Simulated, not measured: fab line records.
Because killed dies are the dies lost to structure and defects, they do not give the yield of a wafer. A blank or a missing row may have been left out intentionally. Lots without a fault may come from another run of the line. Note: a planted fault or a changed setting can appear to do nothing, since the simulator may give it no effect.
Which tool did it? :: flow n5_finfet :: 9 lots, 27 wafers sampled, at 5 steps of a route of 1938

WHAT THE GAUGES SHOWED, per wafer
N5_BEOL_M4_RC_MEAS_101.
lot: L458
measured: day 11 02:35
on: prober-02
DIBL_N (mV/V): 35.9 38.2 34.9

lot: L460
measured: day 11 01:40
on: prober-02
DIBL_N (mV/V): 36.6 37.0 36.9

lot: L462
measured: day 11 17:19
on: prober-01
DIBL_N (mV/V): 35.5 35.6 34.5

lot: L467
measured: day 12 23:46
on: prober-02
DIBL_N (mV/V): 35.7 36.7 36.8

lot: L472
measured: day 14 08:17
on: prober-02
DIBL_N (mV/V): 35.0 35.2 36.1

lot: L473
measured: day 14 13:41
on: prober-01
DIBL_N (mV/V): 36.9 35.9 35.0

lot: L475
measured: day 14 12:09
on: prober-02
DIBL_N (mV/V): 38.8 36.4 38.4

lot: L478
measured: day 15 21:52
on: prober-02
DIBL_N (mV/V): 36.5 34.9 34.3

lot: L479
measured: day 16 07:52
on: prober-02
DIBL_N (mV/V): 38.1 37.7 39.2

TOOL THAT RAN EACH LOT (tool first, then ch and the chambers of the sampled wafers, then the start)
lot: L458
N5_BEOL_M0_SAQP_RECESS_109: vapor_etch-02 ch 0,1, day 6 06:40
N5_BEOL_M0_SAQP_MANDREL2_REMOVE_110: rie_si-03 ch 0,2,3, day 6 07:31
N5_BEOL_M0_SAQP_COAT_34: litho_track-01 ch 0, day 6 07:40
N5_BEOL_M0_SAQP_ETCH_73: rie_diel-02 ch 0,1,2, day 6 08:07

lot: L460
N5_BEOL_M0_SAQP_RECESS_109: vapor_etch-01 ch 0,1, day 6 11:02
N5_BEOL_M0_SAQP_MANDREL2_REMOVE_110: rie_si-05 ch 0,1,3, day 6 12:11
N5_BEOL_M0_SAQP_COAT_34: litho_track-04 ch 0, day 6 12:20
N5_BEOL_M0_SAQP_ETCH_73: rie_diel-03 ch 0,2, day 6 13:02

lot: L462
N5_BEOL_M0_SAQP_RECESS_109: vapor_etch-01 ch 0,1, day 7 00:34
N5_BEOL_M0_SAQP_MANDREL2_REMOVE_110: rie_si-03 ch 0,1,2, day 7 02:16
N5_BEOL_M0_SAQP_COAT_34: litho_track-01 ch 0, day 7 02:25
N5_BEOL_M0_SAQP_ETCH_73: rie_diel-05 ch 0,1, day 7 02:52

lot: L467
N5_BEOL_M0_SAQP_RECESS_109: vapor_etch-01 ch 0,1, day 10 12:53
N5_BEOL_M0_SAQP_MANDREL2_REMOVE_110: rie_si-03 ch 0,1,3, day 10 13:41
N5_BEOL_M0_SAQP_COAT_34: litho_track-01 ch 0, day 10 13:50
N5_BEOL_M0_SAQP_ETCH_73: rie_diel-03 ch 1,2,3, day 10 14:17

lot: L472
N5_BEOL_M0_SAQP_RECESS_109: vapor_etch-02 ch 1, day 11 18:38
N5_BEOL_M0_SAQP_MANDREL2_REMOVE_110: rie_si-06 ch 0,2,3, day 11 22:50
N5_BEOL_M0_SAQP_COAT_34: litho_track-05 ch 0, day 11 22:59
N5_BEOL_M0_SAQP_ETCH_73: rie_diel-05 ch 0,1, day 11 23:25

lot: L473
N5_BEOL_M0_SAQP_RECESS_109: vapor_etch-01 ch 0,1, day 11 18:47
N5_BEOL_M0_SAQP_MANDREL2_REMOVE_110: rie_si-03 ch 0,1,3, day 11 23:20
N5_BEOL_M0_SAQP_COAT_34: litho_track-01 ch 0, day 11 23:29
N5_BEOL_M0_SAQP_ETCH_73: rie_diel-03 ch 0,3, day 12 00:26

lot: L475
N5_BEOL_M0_SAQP_RECESS_109: vapor_etch-01 ch 0,1, day 11 19:22
N5_BEOL_M0_SAQP_MANDREL2_REMOVE_110: rie_si-06 ch 0,3, day 11 23:36
N5_BEOL_M0_SAQP_COAT_34: litho_track-01 ch 0, day 11 23:45
N5_BEOL_M0_SAQP_ETCH_73: rie_diel-03 ch 0,1,2, day 12 00:41

lot: L478
N5_BEOL_M0_SAQP_RECESS_109: vapor_etch-02 ch 0,1, day 13 00:52
N5_BEOL_M0_SAQP_MANDREL2_REMOVE_110: rie_si-03 ch 0,2,3, day 13 02:37
N5_BEOL_M0_SAQP_COAT_34: litho_track-05 ch 0, day 13 02:46
N5_BEOL_M0_SAQP_ETCH_73: rie_diel-02 ch 0,1,2, day 13 03:25

lot: L479
N5_BEOL_M0_SAQP_RECESS_109: vapor_etch-01 ch 0,1, day 13 03:52
N5_BEOL_M0_SAQP_MANDREL2_REMOVE_110: rie_si-05 ch 0,1,2, day 13 07:02
N5_BEOL_M0_SAQP_COAT_34: litho_track-04 ch 0, day 13 07:11
N5_BEOL_M0_SAQP_ETCH_73: rie_diel-05 ch 0,1,2, day 13 07:38
- N5_BEOL_M0_SAQP_RECESS_109: chemistry HF/NH3, target SiO2, target depth 3 nm, afs cycles 1, sublimation time 60 s.
- N5_BEOL_M0_SAQP_MANDREL2_REMOVE_110: chemistry HBr/Cl2/O2, target a-Si, stops on SiCN, bt time 10 s.
- N5_BEOL_M0_SAQP_COAT_34: resist thk 30 nm.
- N5_BEOL_M0_SAQP_ETCH_73: etches SiARC in CF4, target depth 19.5 nm, time 32.5 s.

THE ANSWER, worked out from the rows above alone
Rule: what is usual is taken from the lots themselves. Put in order of their means at a reading, lots are off if they are a third of the lots or fewer, leave a main group of 4 or more, and stand apart from it by a gap of 3 or more times the standard deviation of the main group's means; of several such gaps the widest counts. A main group whose means are all the same, to the digits that the tables above print for the reading, isn't used. Also off: a lot with no number at a reading for which 4 or more lots have one. Any other lot the step has rows for is counted as sound.
None of the lots is off at any reading shown; this tells nothing.

WHAT THE SIMULATOR HAD PUT IN
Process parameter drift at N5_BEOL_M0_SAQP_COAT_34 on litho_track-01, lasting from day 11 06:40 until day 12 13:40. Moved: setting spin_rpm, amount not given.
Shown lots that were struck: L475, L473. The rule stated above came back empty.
